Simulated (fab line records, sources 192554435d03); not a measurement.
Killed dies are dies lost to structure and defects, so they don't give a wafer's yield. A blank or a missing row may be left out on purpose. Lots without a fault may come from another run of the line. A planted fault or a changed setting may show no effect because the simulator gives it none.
Which tool did it? | flow n5_finfet | 10 lots, 30 wafers sampled, at 2 steps of a route of 1938

WHAT THE GAUGES READ, wafer by wafer
N5_BEOL_M5_OVL_MEAS_29.
lot  | measured     | on         | V4_OVL (nm)
L825 | day 8 14:07  | overlay-01 | 0.9 0.0 1.1
L828 | day 9 12:29  | overlay-02 | -0.7 -0.9 -1.3
L829 | day 10 01:44 | overlay-02 | 0.6 0.9 0.6
L830 | day 10 07:22 | overlay-02 | -1.1 -0.4 -1.2
L831 | day 10 19:10 | overlay-02 | -0.3 -0.4 0.3
L832 | day 11 00:58 | overlay-01 | -0.6 -0.2 0.0
L834 | day 11 01:35 | overlay-02 | 0.3 0.0 -0.3
L840 | day 12 14:14 | overlay-01 | 1.2 -0.2 -1.0
L842 | day 13 16:16 | overlay-01 | -1.2 -1.5 -0.6
L844 | day 13 21:13 | overlay-02 | -1.2 -0.5 0.4

N5_BEOL_M5_INSPECT_30: inspects for defects (brightfield).
lot  | measured     | on                | raw_defect_count
L825 | day 8 14:10  | defect_inspect-01 | 374 272 491
L828 | day 9 12:32  | defect_inspect-02 | 374 436 482
L829 | day 10 01:47 | defect_inspect-01 | 360 300 344
L830 | day 10 07:26 | defect_inspect-02 | 286 368 376
L831 | day 10 19:13 | defect_inspect-01 | 421 428 338
L832 | day 11 01:01 | defect_inspect-01 | 358 510 352
L834 | day 11 01:39 | defect_inspect-02 | 467 372 463
L840 | day 12 14:17 | defect_inspect-01 | 367 395 470
L842 | day 13 16:19 | defect_inspect-02 | 383 511 549
L844 | day 13 21:17 | defect_inspect-02 | 601 470 625

WHICH TOOL RAN EACH LOT (tool, then ch and the chambers of the sampled wafers, then the start)
The record holds no process step before these readings.

WHAT THE TOOLS THEMSELVES READ (means of the sampled wafers that have a number; where no wafer has one, the mark that the record gives instead)
The record holds no such reading with a usual standard deviation.

THE ANSWER, worked out from the rows above alone
Rule: what is usual is taken from the lots themselves. Put in order of their means at a reading, lots are off if they are a third of the lots or fewer, leave a main group of 4 or more, and stand apart from it by a gap of 3 or more times the standard deviation of the main group's means; of several such gaps the widest counts. A main group whose means are all the same, to the digits that the tables above print for the reading, isn't used. A lot without any number at a reading at which 4 lots or more have one is off too. The other lots that the step has rows for count as sound. The gauges are gone through in route order, then the tools' own readings, and for those a lot's mean is taken as printed above. The first step at which some lot is off is used, and at that step the reading that is off furthest; a lot without a number counts as furthest.
No lot is off at any reading shown: from this, nothing can be told.

WHAT THE SIMULATOR HAD PUT IN
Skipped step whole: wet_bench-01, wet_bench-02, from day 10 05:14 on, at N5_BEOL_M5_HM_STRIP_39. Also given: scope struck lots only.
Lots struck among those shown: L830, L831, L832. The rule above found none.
